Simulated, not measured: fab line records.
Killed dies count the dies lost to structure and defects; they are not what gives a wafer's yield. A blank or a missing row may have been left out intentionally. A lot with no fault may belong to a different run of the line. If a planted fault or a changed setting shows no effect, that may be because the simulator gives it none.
Lot-split experiment / flow n5 finfet / 21 wafers read across 7 lots, on a route 1938 steps long

ON THE SPLIT
At N5_BEOL_M13_COAT_58 (time 60 s, resist thk 89 nm), the setting spin rpm was moved away from the recipe's 1500 rpm on 10 of the 21 wafers read, by -10.7% to +8.3%. The other wafers ran this setting at the recipe's value.

FROM THE SPLIT TO THE READING: what the file shows between them, 3 steps
- N5_BEOL_M13_COAT_04: resist thk 400 nm
- N5_BEOL_M13_EBR_06
- N5_BEOL_M13_DESCUM_15: chemistry O2, time 7.9 s

THE READING
etch.depth nm (the simulator's own value, which no gauge read), in nm, at N5_BEOL_M13_ETCH_59 (etches BARC in N2/H2, target depth 89 nm, overetch 26.7 nm, time 67.9 s). There is no usual value for it anywhere in the file. The 11 wafers here that ran the recipe average 88.94 nm, standard deviation 0.23 nm.

wafer=L081.2; tool, chamber at the split=litho track-04, 0; spin rpm as run, rpm=1340; against the recipe=-10.7%; etch.depth nm, nm=94.6; against lot-mates on the recipe=+5.62
wafer=L081.3; tool, chamber at the split=litho track-04, 0; spin rpm as run, rpm=1340; against the recipe=-10.7%; etch.depth nm, nm=94.45; against lot-mates on the recipe=+5.47
wafer=L081.6; tool, chamber at the split=litho track-04, 0; spin rpm as run, rpm=1500; against the recipe=recipe; etch.depth nm, nm=88.98; against lot-mates on the recipe=-
wafer=L082.2; tool, chamber at the split=litho track-01, 0; spin rpm as run, rpm=1500; against the recipe=recipe; etch.depth nm, nm=88.82; against lot-mates on the recipe=-
wafer=L082.3; tool, chamber at the split=litho track-01, 0; spin rpm as run, rpm=1447; against the recipe=-3.5%; etch.depth nm, nm=90.37; against lot-mates on the recipe=+1.55
wafer=L082.5; tool, chamber at the split=litho track-01, 0; spin rpm as run, rpm=1447; against the recipe=-3.5%; etch.depth nm, nm=90.68; against lot-mates on the recipe=+1.86
wafer=L088.1; tool, chamber at the split=litho track-01, 0; spin rpm as run, rpm=1500; against the recipe=recipe; etch.depth nm, nm=88.83; against lot-mates on the recipe=-
wafer=L088.4; tool, chamber at the split=litho track-01, 0; spin rpm as run, rpm=1543; against the recipe=+2.9%; etch.depth nm, nm=87.62; against lot-mates on the recipe=-1.34
wafer=L088.5; tool, chamber at the split=litho track-01, 0; spin rpm as run, rpm=1500; against the recipe=recipe; etch.depth nm, nm=89.09; against lot-mates on the recipe=-
wafer=L087.1; tool, chamber at the split=litho track-01, 0; spin rpm as run, rpm=1579; against the recipe=+5.3%; etch.depth nm, nm=86.41; against lot-mates on the recipe=-2.42
wafer=L087.3; tool, chamber at the split=litho track-01, 0; spin rpm as run, rpm=1500; against the recipe=recipe; etch.depth nm, nm=88.83; against lot-mates on the recipe=-
wafer=L087.5; tool, chamber at the split=litho track-01, 0; spin rpm as run, rpm=1579; against the recipe=+5.3%; etch.depth nm, nm=86.42; against lot-mates on the recipe=-2.41
wafer=L089.3; tool, chamber at the split=litho track-02, 0; spin rpm as run, rpm=1625; against the recipe=+8.3%; etch.depth nm, nm=85.65; against lot-mates on the recipe=-3.38
wafer=L089.4; tool, chamber at the split=litho track-02, 0; spin rpm as run, rpm=1625; against the recipe=+8.3%; etch.depth nm, nm=85.71; against lot-mates on the recipe=-3.32
wafer=L089.5; tool, chamber at the split=litho track-02, 0; spin rpm as run, rpm=1500; against the recipe=recipe; etch.depth nm, nm=89.03; against lot-mates on the recipe=-
wafer=L092.2; tool, chamber at the split=litho track-01, 0; spin rpm as run, rpm=1449; against the recipe=-3.4%; etch.depth nm, nm=90; against lot-mates on the recipe=+1.41
wafer=L092.5; tool, chamber at the split=litho track-01, 0; spin rpm as run, rpm=1500; against the recipe=recipe; etch.depth nm, nm=88.64; against lot-mates on the recipe=-
wafer=L092.6; tool, chamber at the split=litho track-01, 0; spin rpm as run, rpm=1500; against the recipe=recipe; etch.depth nm, nm=88.53; against lot-mates on the recipe=-
wafer=L096.3; tool, chamber at the split=litho track-01, 0; spin rpm as run, rpm=1500; against the recipe=recipe; etch.depth nm, nm=89.05; against lot-mates on the recipe=-
wafer=L096.4; tool, chamber at the split=litho track-01, 0; spin rpm as run, rpm=1500; against the recipe=recipe; etch.depth nm, nm=89.32; against lot-mates on the recipe=-
wafer=L096.5; tool, chamber at the split=litho track-01, 0; spin rpm as run, rpm=1500; against the recipe=recipe; etch.depth nm, nm=89.23; against lot-mates on the recipe=-

FIT RESULTS
A straight line over all 21 wafers: etch.depth nm changes by -0.468 nm for each +1% of spin rpm; r = -0.99; the points scatter about the line by 0.35 nm.
The same after taking each lot's own level away (the mean of its wafers on the recipe; 21 wafers): -0.472 nm for each +1%; r = -0.99; scatter 0.25 nm.
On that fit, the largest move of spin rpm shifts the reading by 5 nm.
The lots' own levels span 88.585 to 89.200 nm, that is 2.7 times the standard deviation above.
The two slopes agree, so the slope changes little with the lot-to-lot level.
Check: for one of the wafers moved furthest among these (-10.7%), held out of the fit, the line's prediction against its lot-mates is +4.94 nm. Against them it came out at +5.62 nm.

FURTHER SPLITS ON THESE WAFERS
Before the reading, these wafers also passed through other splits. Each is held against what the fit with the lots' levels taken away leaves over:
other split on the same wafers=N5_BEOL_M10_ETCH_62 time s; wafers away from the commonest value=6; r with etch.depth nm (lot level and that fit taken away)=+0.05
other split on the same wafers=N5_BEOL_M10_PEB_26 peb time s; wafers away from the commonest value=5; r with etch.depth nm (lot level and that fit taken away)=+0.13
other split on the same wafers=N5_BEOL_M11_VIA_ETCH_34 time s; wafers away from the commonest value=10; r with etch.depth nm (lot level and that fit taken away)=+0.08
other split on the same wafers=N5_BEOL_M12_COAT_65 spin rpm; wafers away from the commonest value=10; r with etch.depth nm (lot level and that fit taken away)=-0.03

THE WHOLE CHAIN: every reading that the file lists as answering this split, in the file's order
step=N5_BEOL_M13_COAT_58; what it does=time 60 s, resist thk 89 nm; reading=BARC_of_BEOL_M13_COAT_58.thk nm (the simulator's own value, which no gauge read); change (the file's fit)=-0.466 nm for each +1% of the setting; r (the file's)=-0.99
step=N5_BEOL_M13_ETCH_59; what it does=etches BARC in N2/H2, target depth 89 nm, overetch 26.7 nm, time 67.9 s; reading=etch.depth nm (the simulator's own value, which no gauge read); change (the file's fit)=-0.471 nm for each +1% of the setting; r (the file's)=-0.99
step=N5_BEOL_M13_STRIP_64; what it does=strips in N2/H2; reading=strip time to endpoint s; change (the file's fit)=withheld for each +1% of the setting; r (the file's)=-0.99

THE FILE'S OWN FIT
etch.depth nm changes by -0.471 nm for each +1% of spin rpm, r = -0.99.
